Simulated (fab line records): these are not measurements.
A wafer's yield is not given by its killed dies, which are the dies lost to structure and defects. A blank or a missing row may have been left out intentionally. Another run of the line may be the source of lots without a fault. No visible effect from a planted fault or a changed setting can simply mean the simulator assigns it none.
Problem report in the 8D (eight disciplines) form, filled by code / flow n5_finfet / the parts of the form that need people (team, actions taken, sign-off) are left out

1. WHAT IS WRONG
cd_nm at N5_MOL_CONTACT_COAG_CD_MEAS_08 reads a mean of 25.58 nm on 6 wafers of 2 lots; wafers without a fault read 28.01 nm with a standard deviation of 0.25. Relative to the usual mean, that is a shift of -9.7 standard deviations.
The step: target cd 28 nm.
Seen first at day 6 08:48 on cd_sem-01, wafer L971.2. At this step, 27 wafers from 9 lots have a number in the record. By rule, "out" or "out of limits" means more than 4 standard deviations away from the usual mean. The rest of the wafers with a number are treated as sound.

2. WHAT IT IS; WHAT IT IS NOT
question=which readings at this step | is=cd_nm | is not=-
question=which lots | is=L971, L973 | is not=L965, L969, L976, L984, L985, L986, L987
question=which wafers of those lots | is=all that have a number | is not=-
question=read on which gauges | is=cd_sem-01, cd_sem-02 | is not=cd_sem-03
question=when | is=from day 6 08:48 | is not=up to then (6 sound wafers); but 15 sound wafers of L976, L984, L985, L986, L987 came after

3. THE SUSPECTS, EACH WITH WHAT RULES IT OUT
Counting: any tool at a process step up to the reading is kept as a suspect provided that every lot that is out went through it and no sound lot did after the first of them.
- ruled out: the gauge at N5_MOL_CONTACT_COAG_CD_MEAS_08. 2 gauges (cd_sem-01, cd_sem-02) read the wafers that are out.
- rie_metal-03 at N5_GATE_CUT_CUT_ETCH_53 (etches W in SF6/Cl2, target depth 79.2 nm): ruled out as a lasting fault. After its first lot that is out, L971 (day 6 05:06), sound lots L984, L985, L986 ran on it.
- euv_scanner-01 at N5_MOL_CONTACT_COAG_EXPOSE_05 (exposes mask CA, defocus 0 nm): ruled out as a lasting fault. After its first lot that is out, L971 (day 6 08:40), sound lots L987, L986 ran on it.
Left after counting: nothing in the record.

4. THE CAUSE (what the simulator had put in)
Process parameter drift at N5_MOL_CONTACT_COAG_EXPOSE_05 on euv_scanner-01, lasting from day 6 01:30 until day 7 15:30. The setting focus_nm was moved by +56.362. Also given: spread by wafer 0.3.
The count ruled it out by mistake, since the rule takes a fault to strike every lot its tool runs from the start of the fault on, and this one did not do so.

5. THE EFFECT CHAIN, in route order
Each row: a reading whose mean over the struck wafers that have a number lies more than 3 standard deviations from the usual. Readings are gone through only where the record gives a usual standard deviation; hours: the median, over the lots, of the time from a lot's start at the first step in this table giving one to that lot's start at this step; sigmas: the change measured in usual standard deviations.
hours=0; step=N5_MOL_CONTACT_COAG_EXPOSE_05; reading=exposure_dose_mJ_cm2; usual=38.22; on struck wafers=39.31; change=+1.09; sigmas=+29
hours=0; step=N5_MOL_CONTACT_COAG_CD_MEAS_08; reading=cd_nm; usual=28.01 nm; on struck wafers=25.58; change=-2.43; sigmas=-9.7
hours=1; step=N5_MOL_CONTACT_COAG_CD_MEAS_99; reading=cd_nm; usual=17.18 nm; on struck wafers=14.65; change=-2.53; sigmas=-9.4
hours=93; step=N5_BEOL_M4_RC_MEAS_101; reading=RC_DENSE_N; usual=18.97 ohm.um; on struck wafers=22.16; change=+3.19; sigmas=+11
hours=93; step=N5_BEOL_M4_RC_MEAS_101; reading=RC_DENSE_P; usual=23.7 ohm.um; on struck wafers=27.8; change=+4.1; sigmas=+11
hours=93; step=N5_BEOL_M4_RC_MEAS_101; reading=RC_N; usual=15.45 ohm.um; on struck wafers=17.87; change=+2.42; sigmas=+11
hours=93; step=N5_BEOL_M4_RC_MEAS_101; reading=RC_P; usual=19.3 ohm.um; on struck wafers=22.5; change=+3.2; sigmas=+10
hours=196; step=N5_PASSIVATION_PROBE_49; reading=defect_limited_yield; usual=91.6 %; on struck wafers=63.0; change=-28.6; sigmas=-20
hours=196; step=N5_PASSIVATION_PROBE_49; reading=killed_at_contacts; usual=13; on struck wafers=345; change=+332; sigmas=+50
hours=196; step=N5_PASSIVATION_PROBE_49; reading=killed_dies; usual=99; on struck wafers=437; change=+338; sigmas=+21
hours=196; step=N5_PASSIVATION_PROBE_49; reading=killed_on_rim; usual=13; on struck wafers=54; change=+42; sigmas=+11
hours=196; step=N5_PASSIVATION_PROBE_49; reading=sort_bin_5_function; usual=4.9 %; on struck wafers=13.8; change=+8.9; sigmas=+9.9
hours=196; step=N5_PASSIVATION_PROBE_49; reading=sort_bin_6_memory; usual=3.2 %; on struck wafers=7.6; change=+4.4; sigmas=+6.6
hours=196; step=N5_PASSIVATION_PROBE_49; reading=sort_n_pass; usual=1081; on struck wafers=743; change=-338; sigmas=-21
hours=196; step=N5_PASSIVATION_PROBE_49; reading=sort_yield_pct; usual=91.6 %; on struck wafers=63.0; change=-28.6; sigmas=-20
It contains these process steps:
- N5_MOL_CONTACT_COAG_EXPOSE_05: exposes mask CA, defocus 0 nm.
- N5_PASSIVATION_PROBE_49

6. WHAT WOULD HAVE CAUGHT IT SOONER
The first out-of-limits reading at a measuring or inspecting step in this record came at day 6 08:48, 7 hours after the fault's start at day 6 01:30.
The tool's own readings at N5_MOL_CONTACT_COAG_EXPOSE_05 were out on every struck wafer that the step has a row for (exposure_dose_mJ_cm2): an alarm limit on them would have fired on the first of those.
